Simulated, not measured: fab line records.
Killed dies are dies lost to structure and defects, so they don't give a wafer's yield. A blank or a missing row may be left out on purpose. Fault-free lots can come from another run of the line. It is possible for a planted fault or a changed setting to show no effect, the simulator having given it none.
The tool behind it: which one? | flow n5-finfet | Sampling: 21 lots, 63 wafers, 6 of 1938 route steps

## WHAT THE GAUGES SHOWED, per wafer
The record lacks any reading of a measuring or inspecting step that a usual standard deviation could be used to judge.

## WHAT TOOL EACH LOT RAN ON (gives the tool, then ch and the chambers of the sampled wafers, and finally the start)
lot  | N5_BEOL_M12_CMP_49            | N5_BEOL_M13_DESCUM_15              | N5_BEOL_M13_VIA_ETCH_16            | N5_BEOL_M14_ILD_DEP_00          | N5_BEOL_M14_ETCH_38                           | N5_BEOL_M14_DEGAS_41
L075 | cmp-02 ch 0,2,3, day 10 22:36 | rie-diel-02 ch 2,3, day 10 23:38   | rie-diel-02 ch 2,3, day 10 23:43   | pecvd-04 ch 0,2, day 11 05:01   | rie-diel-05 ch 0,1, day 11 09:41 or earlier   | pvd-sputter-03, day 11 09:41
L074 | cmp-03 ch 0,2,3, day 11 02:38 | rie-diel-03 ch 2,3, day 11 03:46   | rie-diel-03 ch 2,3, day 11 03:52   | pecvd-01 ch 0,1, day 11 07:18   | rie-diel-01 ch 0,2,3, day 11 11:02 or earlier | pvd-sputter-03, day 11 11:02
L076 | cmp-03 ch 2,3, day 11 08:56   | rie-diel-02 ch 0,3, day 11 09:58   | rie-diel-02 ch 0,3, day 11 10:03   | pecvd-04 ch 0,1, day 11 15:20   | rie-diel-05 ch 0,2,3, day 11 19:48 or earlier | pvd-sputter-02, day 11 19:48
L078 | cmp-04 ch 1,2,3, day 11 11:47 | rie-diel-06 ch 0,1, day 11 12:56   | rie-diel-06 ch 0,1, day 11 13:01   | pecvd-01 ch 0,1, day 11 17:58   | rie-diel-05 ch 1,2,3, day 11 22:43 or earlier | pvd-sputter-02, day 11 22:43
L077 | cmp-03 ch 0,1, day 11 14:49   | rie-diel-06 ch 0,1,3, day 11 16:19 | rie-diel-06 ch 0,1,3, day 11 16:24 | pecvd-04 ch 0,1,2, day 11 21:35 | rie-diel-04 ch 0,3, day 12 01:08 or earlier   | pvd-sputter-01, day 12 01:08
L080 | cmp-03 ch 0,2,3, day 11 20:53 | rie-diel-06 ch 0,1, day 11 22:19   | rie-diel-06 ch 0,1, day 11 22:24   | pecvd-02 ch 0,1,2, day 12 01:40 | rie-diel-04 ch 1,2,3, day 12 07:46 or earlier | pvd-sputter-01, day 12 07:46
L081 | cmp-02 ch 2,3, day 11 23:58   | rie-diel-06 ch 0,1, day 12 01:08   | rie-diel-06 ch 0,1, day 12 01:13   | pecvd-02 ch 1,2, day 12 09:48   | rie-diel-01 ch 2,3, day 12 13:55 or earlier   | pvd-sputter-02, day 12 13:55
L083 | cmp-03 ch 2,3, day 12 18:07   | rie-diel-02 ch 1,2, day 12 19:16   | rie-diel-02 ch 1,2, day 12 19:21   | pecvd-04 ch 0,1, day 12 23:37   | rie-diel-05 ch 0,1,3, day 13 04:08 or earlier | pvd-sputter-03, day 13 04:08
L082 | cmp-03 ch 0,1,3, day 12 19:31 | rie-diel-06 ch 0,1, day 12 20:37   | rie-diel-06 ch 0,1, day 12 20:43   | pecvd-02 ch 0,2, day 13 01:16   | rie-diel-04 ch 0,2,3, day 13 04:33 or earlier | pvd-sputter-02, day 13 04:33
L084 | cmp-04 ch 1,2, day 12 19:53   | rie-diel-06 ch 0,3, day 12 21:02   | rie-diel-06 ch 0,3, day 12 21:08   | pecvd-04 ch 0,1,2, day 13 01:27 | rie-diel-05 ch 0,2, day 13 06:36 or earlier   | pvd-sputter-03, day 13 06:36
L085 | cmp-03 ch 0,2,3, day 13 00:20 | rie-diel-02 ch 0,1, day 13 01:21   | rie-diel-02 ch 0,1, day 13 01:26   | pecvd-04 ch 1,2, day 13 05:14   | rie-diel-04 ch 0,2, day 13 10:13 or earlier   | pvd-sputter-02, day 13 10:13
L086 | cmp-02 ch 1,2, day 13 05:11   | rie-diel-02 ch 1,2,3, day 13 06:13 | rie-diel-02 ch 1,2,3, day 13 06:19 | pecvd-01 ch 0,2, day 13 11:50   | rie-diel-04 ch 0,3, day 13 15:03 or earlier   | pvd-sputter-02, day 13 15:03
L089 | cmp-02 ch 1,2,3, day 13 23:09 | rie-diel-03 ch 0,2,3, day 14 00:19 | rie-diel-03 ch 0,2,3, day 14 00:25 | pecvd-04 ch 0,1,2, day 14 04:18 | rie-diel-05 ch 0,1,3, day 14 11:09 or earlier | pvd-sputter-01, day 14 11:09
L087 | cmp-04 ch 0,1,3, day 14 02:41 | rie-diel-02 ch 0,3, day 14 03:47   | rie-diel-02 ch 0,3, day 14 03:52   | pecvd-04 ch 0,2, day 14 07:08   | rie-diel-01 ch 0,3, day 14 11:16 or earlier   | pvd-sputter-03, day 14 11:16
L090 | cmp-03 ch 1,3, day 14 19:59   | rie-diel-03 ch 0,1,3, day 14 21:05 | rie-diel-03 ch 0,1,3, day 14 21:11 | pecvd-04 ch 0,1, day 15 01:06   | rie-diel-01 ch 0,3, day 15 04:59 or earlier   | pvd-sputter-02, day 15 04:59
L091 | cmp-03 ch 1,2, day 14 20:34   | rie-diel-06 ch 0,1,3, day 14 21:46 | rie-diel-06 ch 0,1,3, day 14 21:50 | pecvd-01 ch 1,2, day 15 02:28   | rie-diel-01 ch 0,2,3, day 15 05:21 or earlier | pvd-sputter-01, day 15 05:21
L093 | cmp-04 ch 1,2,3, day 15 06:19 | rie-diel-06 ch 0,1,2, day 15 07:20 | rie-diel-06 ch 0,1,2, day 15 07:25 | pecvd-01 ch 0,1,2, day 15 11:31 | rie-diel-01 ch 0,1,2, day 15 16:02 or earlier | pvd-sputter-02, day 15 16:02
L095 | cmp-02 ch 0,2,3, day 15 14:19 | rie-diel-02 ch 0,2, day 15 15:15   | rie-diel-02 ch 0,2, day 15 15:20   | pecvd-01 ch 0,1, day 15 23:53   | rie-diel-05 ch 1,2,3, day 16 04:10 or earlier | pvd-sputter-01, day 16 04:10
L094 | cmp-03 ch 2,3, day 15 16:55   | rie-diel-02 ch 0,2, day 15 18:20   | rie-diel-02 ch 0,2, day 15 18:25   | pecvd-01 ch 1,2, day 16 00:40   | rie-diel-01 ch 0,2, day 16 05:56 or earlier   | pvd-sputter-03, day 16 05:56
L096 | cmp-03 ch 2,3, day 16 01:59   | rie-diel-06 ch 2,3, day 16 03:11   | rie-diel-06 ch 2,3, day 16 03:16   | pecvd-01 ch 0,1,2, day 16 07:52 | rie-diel-05 ch 0,1,3, day 16 13:38 or earlier | pvd-sputter-03, day 16 13:38
L097 | cmp-04 ch 2,3, day 16 19:23   | rie-diel-06 ch 1,2,3, day 16 20:32 | rie-diel-06 ch 1,2,3, day 16 20:37 | pecvd-02 ch 0,1, day 17 00:22   | rie-diel-04 ch 1,2,3, day 17 04:07 or earlier | pvd-sputter-03, day 17 04:07
- N5_BEOL_M12_CMP_49: polishes, stops on SiOC, t overpolish 20.6 s, target thk 320 nm.
- N5_BEOL_M13_DESCUM_15: chemistry O2, time 7.9 s.
- N5_BEOL_M13_VIA_ETCH_16: etches SiOC in C4F8/O2/Ar, target depth 921.7 nm.
- N5_BEOL_M14_ILD_DEP_00: deposits SiO2 from TEOS/O2, target thk 1119.3 nm, time 237.4 s.
- N5_BEOL_M14_ETCH_38: etches SiCN in CF4/N2, target depth 106.5 nm, time 120.6 s.
- N5_BEOL_M14_DEGAS_41: time 60 s.

## WHAT THE TOOLS THEMSELVES READ (means of the sampled wafers that have a number; where no wafer has one, the mark that the record gives instead)
N5_BEOL_M12_CMP_49. Usual: barrier-field-endpoint-s 30.4 s, standard deviation 1.2; motor-current-A 6.3 A, standard deviation 0.66; overpolish-run-s 20.600 s, standard deviation 0.0083; slurry-filter-dp-kPa 13.51 kPa, standard deviation 0.14.
lot  | tool   | barrier-field-endpoint-s (s) | motor-current-A (A) | overpolish-run-s (s) | slurry-filter-dp-kPa (kPa) | flag
L075 | cmp-02 | 32.4                         | 5.4                 | 20.603               | 13.54                      |
L074 | cmp-03 | 30.5                         | 6.6                 | 20.590               | 13.55                      |
L076 | cmp-03 | 30.9                         | 6.8                 | 20.599               | 13.43                      |
L078 | cmp-04 | 30.9                         | 6.4                 | 20.604               | 13.69                      |
L077 | cmp-03 | 31.2                         | 6.3                 | 20.591               | 13.52                      |
L080 | cmp-03 | 30.4                         | 6.8                 | 20.602               | 13.42                      |
L081 | cmp-02 | 32.5                         | 5.7                 | 20.604               | 13.59                      |
L083 | cmp-03 | 31.0                         | 6.9                 | 20.595               | 13.51                      |
L082 | cmp-03 | 30.6                         | 6.7                 | 20.606               | 13.48                      |
L084 | cmp-04 | 30.6                         | 6.4                 | 20.602               | 13.31                      |
L085 | cmp-03 | 30.8                         | 6.7                 | 20.605               | 13.63                      |
L086 | cmp-02 | 31.9                         | 6.3                 | 20.604               | 13.52                      |
L089 | cmp-02 | 31.1                         | 5.9                 | 20.600               | 13.66                      |
L087 | cmp-04 | 30.4                         | 6.3                 | 20.599               | 13.56                      |
L090 | cmp-03 | 30.8                         | 6.6                 | 20.598               | 13.44                      |
L091 | cmp-03 | 28.7                         | 6.4                 | 20.603               | 13.58                      |
L093 | cmp-04 | 30.0                         | 6.3                 | 20.594               | 13.50                      |
L095 | cmp-02 | 30.7                         | 5.4                 | 20.595               | 13.63                      |
L094 | cmp-03 | 29.9                         | 6.7                 | 20.603               | 13.53                      |
L096 | cmp-03 | 28.7                         | 6.7                 | 20.607               | 13.50                      |
L097 | cmp-04 | 28.7                         | 7.1                 | 20.593               | 13.44                      |

N5_BEOL_M13_DESCUM_15. Usual: drypump-motor-current-A 5.5 A, standard deviation 0.55; oes-product-au 0.81 a.u., standard deviation 0.089; rf-fwd-power-W 49.33 W, standard deviation 0.27; rf-vpp-V 242.9 V, standard deviation 1.8; showerhead-plenum-p-Torr 2.08 Torr, standard deviation 0.09; throttle-valve-pct 20.47 %, standard deviation 0.22.
lot  | tool        | drypump-motor-current-A (A) | oes-product-au (a.u.) | rf-fwd-power-W (W) | rf-vpp-V (V) | showerhead-plenum-p-Torr (Torr) | throttle-valve-pct (%) | flag
L075 | rie-diel-02 | 5.8                         | 0.86                  | 49.52              | 241.8        | 2.06                            | 20.33                  |
L074 | rie-diel-03 | 6.1                         | 0.73                  | 49.47              | 241.0        | 1.99                            | 20.61                  |
L076 | rie-diel-02 | 5.9                         | 0.86                  | 49.14              | 243.4        | 2.06                            | 20.31                  |
L078 | rie-diel-06 | 5.9                         | 0.72                  | 49.28              | 242.6        | 2.03                            | 20.61                  |
L077 | rie-diel-06 | 5.5                         | 0.76                  | 49.21              | 242.7        | 2.08                            | 20.49                  |
L080 | rie-diel-06 | 5.6                         | 0.75                  | 49.40              | 243.9        | 2.10                            | 20.42                  |
L081 | rie-diel-06 | 5.9                         | 0.71                  | 49.35              | 242.6        | 2.03                            | 20.62                  |
L083 | rie-diel-02 | 5.5                         | 0.90                  | 49.58              | 243.0        | 2.05                            | 20.51                  |
L082 | rie-diel-06 | 5.7                         | 0.74                  | 49.37              | 243.3        | 2.10                            | 20.44                  |
L084 | rie-diel-06 | 5.3                         | 0.76                  | 49.25              | 242.2        | 2.05                            | 20.61                  |
L085 | rie-diel-02 | 5.6                         | 0.79                  | 49.04              | 240.2        | 1.97                            | 20.71                  |
L086 | rie-diel-02 | 5.7                         | 0.88                  | 49.48              | 242.1        | 2.07                            | 20.36                  |
L089 | rie-diel-03 | 5.9                         | 0.82                  | 49.58              | 244.1        | 2.14                            | 20.43                  |
L087 | rie-diel-02 | 5.9                         | 0.83                  | 49.29              | 242.9        | 2.05                            | 20.33                  |
L090 | rie-diel-03 | 5.8                         | 0.81                  | 49.75              | 245.1        | 2.20                            | 20.29                  |
L091 | rie-diel-06 | 5.5                         | 0.83                  | 49.32              | 243.9        | 2.16                            | 20.41                  |
L093 | rie-diel-06 | 5.5                         | 0.87                  | 49.42              | 243.9        | 2.15                            | 20.36                  |
L095 | rie-diel-02 | 5.7                         | 0.76                  | 49.31              | 241.5        | 1.98                            | 20.62                  |
L094 | rie-diel-02 | 5.6                         | 0.75                  | 49.31              | 239.8        | 1.98                            | 20.62                  |
L096 | rie-diel-06 | 4.7                         | 0.82                  | 49.20              | 243.3        | 2.08                            | 20.46                  |
L097 | rie-diel-06 | 4.9                         | 0.80                  | 49.32              | 243.2        | 2.10                            | 20.38                  |

N5_BEOL_M13_VIA_ETCH_16. Usual: drypump-motor-current-A 5.5 A, standard deviation 0.55; oes-product-au 0.73 a.u., standard deviation 0.081; rf-fwd-power-W 2992 W, standard deviation 9.3; rf-vpp-V 665 V, standard deviation 4.1; showerhead-plenum-p-Torr 3.40 Torr, standard deviation 0.15; throttle-valve-pct 24.27 %, standard deviation 0.21.
lot  | tool        | drypump-motor-current-A (A) | oes-product-au (a.u.) | rf-fwd-power-W (W) | rf-vpp-V (V) | showerhead-plenum-p-Torr (Torr) | throttle-valve-pct (%) | flag
L075 | rie-diel-02 | 5.8                         | 0.78                  | 2999               | 663          | 3.39                            | 24.18                  |
L074 | rie-diel-03 | 6.0                         | 0.65                  | 2993               | 661          | 3.24                            | 24.15                  |
L076 | rie-diel-02 | 5.9                         | 0.78                  | 2992               | 665          | 3.42                            | 24.33                  |
L078 | rie-diel-06 | 5.9                         | 0.65                  | 2996               | 663          | 3.35                            | 24.47                  |
L077 | rie-diel-06 | 5.5                         | 0.69                  | 2986               | 666          | 3.40                            | 24.29                  |
L080 | rie-diel-06 | 5.7                         | 0.67                  | 2994               | 666          | 3.47                            | 24.33                  |
L081 | rie-diel-06 | 5.9                         | 0.65                  | 2999               | 663          | 3.35                            | 24.48                  |
L083 | rie-diel-02 | 5.5                         | 0.81                  | 2990               | 663          | 3.35                            | 24.30                  |
L082 | rie-diel-06 | 5.7                         | 0.66                  | 2993               | 666          | 3.46                            | 24.34                  |
L084 | rie-diel-06 | 5.3                         | 0.68                  | 2990               | 664          | 3.33                            | 24.27                  |
L085 | rie-diel-02 | 5.6                         | 0.71                  | 2995               | 660          | 3.24                            | 24.51                  |
L086 | rie-diel-02 | 5.7                         | 0.79                  | 3000               | 665          | 3.40                            | 24.25                  |
L089 | rie-diel-03 | 5.9                         | 0.73                  | 2994               | 667          | 3.47                            | 24.07                  |
L087 | rie-diel-02 | 5.9                         | 0.76                  | 2993               | 665          | 3.41                            | 24.35                  |
L090 | rie-diel-03 | 5.8                         | 0.72                  | 2987               | 669          | 3.56                            | 23.96                  |
L091 | rie-diel-06 | 5.5                         | 0.75                  | 2990               | 670          | 3.53                            | 24.21                  |
L093 | rie-diel-06 | 5.5                         | 0.79                  | 2985               | 668          | 3.52                            | 24.27                  |
L095 | rie-diel-02 | 5.7                         | 0.69                  | 2991               | 661          | 3.25                            | 24.37                  |
L094 | rie-diel-02 | 5.7                         | 0.68                  | 3000               | 661          | 3.25                            | 24.37                  |
L096 | rie-diel-06 | 4.7                         | 0.74                  | 2994               | 665          | 3.37                            | 24.16                  |
L097 | rie-diel-06 | 4.9                         | 0.73                  | 2978               | 666          | 3.44                            | 24.20                  |

N5_BEOL_M14_ILD_DEP_00. Usual: heater-power-w 538 W, standard deviation 93; rf-fwd-power-W 898.0 W, standard deviation 2.8; showerhead-plenum-p-Torr 8.340 Torr, standard deviation 0.027; throttle-valve-pct 19.1 %, standard deviation 0.68.
lot  | tool     | heater-power-w (W) | rf-fwd-power-W (W) | showerhead-plenum-p-Torr (Torr) | throttle-valve-pct (%) | flag
L075 | pecvd-04 | 461                | 896.5              | 8.321                           | 19.3                   |
L074 | pecvd-01 | 529                | 899.3              | 8.368                           | 19.9                   |
L076 | pecvd-04 | 546                | 900.1              | 8.348                           | 19.0                   |
L078 | pecvd-01 | 575                | 897.4              | 8.351                           | 19.4                   |
L077 | pecvd-04 | 490                | 897.7              | 8.331                           | 19.1                   |
L080 | pecvd-02 | 580                | 895.0              | 8.323                           | 18.5                   |
L081 | pecvd-02 | 552                | 897.6              | 8.297                           | 17.7                   |
L083 | pecvd-04 | 522                | 895.3              | 8.354                           | 19.0                   |
L082 | pecvd-02 | 605                | 897.7              | 8.346                           | 18.7                   |
L084 | pecvd-04 | 549                | 896.7              | 8.334                           | 19.1                   |
L085 | pecvd-04 | 564                | 896.6              | 8.343                           | 18.8                   |
L086 | pecvd-01 | 492                | 898.3              | 8.354                           | 19.3                   |
L089 | pecvd-04 | 536                | 895.0              | 8.337                           | 19.2                   |
L087 | pecvd-04 | 453                | 898.6              | 8.304                           | 19.3                   |
L090 | pecvd-04 | 500                | 896.1              | 8.342                           | 19.0                   |
L091 | pecvd-01 | 479                | 901.3              | 8.356                           | 18.9                   |
L093 | pecvd-01 | 536                | 899.2              | 8.357                           | 19.4                   |
L095 | pecvd-01 | 562                | 896.0              | 8.354                           | 19.7                   |
L094 | pecvd-01 | 537                | 897.9              | 8.358                           | 19.0                   |
L096 | pecvd-01 | 519                | 899.7              | 8.359                           | 19.3                   |
L097 | pecvd-02 | 607                | 898.7              | 8.349                           | 19.5                   |

N5_BEOL_M14_ETCH_38. Usual: drypump-motor-current-A 5.7 A, standard deviation 0.5; oes-product-au 0.79 a.u., standard deviation 0.07; rf-fwd-power-W 428.7 W, standard deviation 1.2; rf-vpp-V 381.6 V, standard deviation 1.4; showerhead-plenum-p-Torr 2.18 Torr, standard deviation 0.05; throttle-valve-pct 15.53 %, standard deviation 0.21.
lot  | tool        | drypump-motor-current-A (A) | oes-product-au (a.u.) | rf-fwd-power-W (W) | rf-vpp-V (V) | showerhead-plenum-p-Torr (Torr) | throttle-valve-pct (%) | flag
L075 | rie-diel-05 | 5.6                         | 0.83                  | 428.6              | 381.2        | 2.14                            | 15.36                  |
L074 | rie-diel-01 | 5.9                         | 0.76                  | 428.7              | 383.2        | 2.26                            | 15.63                  |
L076 | rie-diel-05 | 5.6                         | 0.79                  | 428.5              | 381.2        | 2.17                            | 15.56                  |
L078 | rie-diel-05 | 5.8                         | 0.78                  | 428.9              | 380.9        | 2.16                            | 15.55                  |
L077 | rie-diel-04 | 5.9                         | 0.79                  | 429.3              | 379.5        | 2.13                            | 15.36                  |
L080 | rie-diel-04 | 5.6                         | 0.86                  | 427.6              | 382.2        | 2.18                            | 15.32                  |
L081 | rie-diel-01 | 5.5                         | 0.73                  | 430.0              | 384.2        | 2.27                            | 15.65                  |
L083 | rie-diel-05 | 5.3                         | 0.82                  | 428.6              | 381.2        | 2.15                            | 15.40                  |
L082 | rie-diel-04 | 5.7                         | 0.83                  | 429.3              | 379.7        | 2.14                            | 15.30                  |
L084 | rie-diel-05 | 5.6                         | 0.77                  | 427.9              | 381.1        | 2.16                            | 15.58                  |
L085 | rie-diel-04 | 5.5                         | 0.82                  | 428.6              | 380.2        | 2.14                            | 15.30                  |
L086 | rie-diel-04 | 6.0                         | 0.83                  | 429.3              | 381.2        | 2.14                            | 15.30                  |
L089 | rie-diel-05 | 5.3                         | 0.81                  | 428.5              | 381.1        | 2.14                            | 15.42                  |
L087 | rie-diel-01 | 6.2                         | 0.74                  | 427.5              | 381.6        | 2.22                            | 15.71                  |
L090 | rie-diel-01 | 6.1                         | 0.74                  | 428.8              | 382.0        | 2.22                            | 15.71                  |
L091 | rie-diel-01 | 5.9                         | 0.73                  | 428.0              | 383.4        | 2.24                            | 15.70                  |
L093 | rie-diel-01 | 5.8                         | 0.78                  | 430.1              | 382.6        | 2.22                            | 15.65                  |
L095 | rie-diel-05 | 5.8                         | 0.75                  | 429.7              | 382.0        | 2.15                            | 15.63                  |
L094 | rie-diel-01 | 6.0                         | 0.71                  | 428.0              | 381.8        | 2.24                            | 15.73                  |
L096 | rie-diel-05 | 5.3                         | 0.79                  | 428.8              | 381.1        | 2.14                            | 15.46                  |
L097 | rie-diel-04 | 5.6                         | 0.81                  | 428.8              | 381.2        | 2.17                            | 15.40                  |

N5_BEOL_M14_DEGAS_41. Usual: 479 W for heater-power-w, sd 47.
lot  | tool           | heater-power-w (W) | flag
L075 | pvd-sputter-03 | 515                |
L074 | pvd-sputter-03 | 488                |
L076 | pvd-sputter-02 | 433                |
L078 | pvd-sputter-02 | 462                |
L077 | pvd-sputter-01 | 520                |
L080 | pvd-sputter-01 | 476                |
L081 | pvd-sputter-02 | 453                |
L083 | pvd-sputter-03 | 479                |
L082 | pvd-sputter-02 | 433                |
L084 | pvd-sputter-03 | 479                |
L085 | pvd-sputter-02 | 460                |
L086 | pvd-sputter-02 | 442                |
L089 | pvd-sputter-01 | 495                |
L087 | pvd-sputter-03 | 481                |
L090 | pvd-sputter-02 | 437                |
L091 | pvd-sputter-01 | 500                |
L093 | pvd-sputter-02 | 432                |
L095 | pvd-sputter-01 | 459                |
L094 | pvd-sputter-03 | 531                |
L096 | pvd-sputter-03 | 533                |
L097 | pvd-sputter-03 | 494                |

## THE ANSWER, worked out from the rows above alone
Rule: a lot counts as off when the mean over its wafers that have a number is more than 3 standard deviations away from the usual mean. Also off: a lot with no number at a reading for which 4 or more lots have one. The other lots that the step has rows for count as sound. The gauges are gone through in route order, then the tools' own readings, and for those a lot's mean is taken as printed above. The first step at which some lot is off is used, and at that step the reading that is off furthest; a lot without a number counts as furthest.
No lot is off at any reading shown: from this, nothing can be told.

## WHAT HAD BEEN PUT IN BY THE SIMULATOR
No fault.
